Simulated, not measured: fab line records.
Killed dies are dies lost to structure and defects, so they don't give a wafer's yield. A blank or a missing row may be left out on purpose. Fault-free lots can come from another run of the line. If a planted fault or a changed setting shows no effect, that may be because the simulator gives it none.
Chamber matching	flow nand harc	rie diel-07 running NHARC_P_STI_DESCUM_14: 3 sister chambers
The step chemistry O2, time 3 s. 3 wafers are shown with their chamber, then 6 later ones without.

## WAFERS PAIRED WITH THEIR CHAMBERS
wafer	chamber	showerhead plenum p Torr (Torr)
L080.4	0	1.88
L083.4	3	1.86
L087.3	2	1.93

## WAFERS WITHOUT THEIR CHAMBER
wafer	showerhead plenum p Torr (Torr)
L087.4	1.88
L087.6	1.94
L090.2	1.86
L090.3	1.93
L096.2	1.86
L096.3	1.88

## EACH ONE'S CHAMBER
wafer	from the rows above	in truth
L087.4	0	0
L087.6	2	2
L090.2	3	3
L090.3	2	2
L096.2	3	3
L096.3	0	0
Correct placement for 6 of the 6. Number that these rows cannot place: 0. Placed wrongly: 0.
How it was worked out, from the rows above alone: a wafer's distance from a chamber is the root of the sum, over the readings, of the square of ((its reading less the chamber's mean) divided by the reading's scatter). If the next closest chamber is less than 2 further off than the closest, the wafer can't be placed; otherwise it belongs to the closest. The mean given for a chamber averages the wafers shown for that chamber. The scatter: with one shown wafer a chamber, the root of the mean of the squares of how far each hidden wafer lies from its nearest shown one.
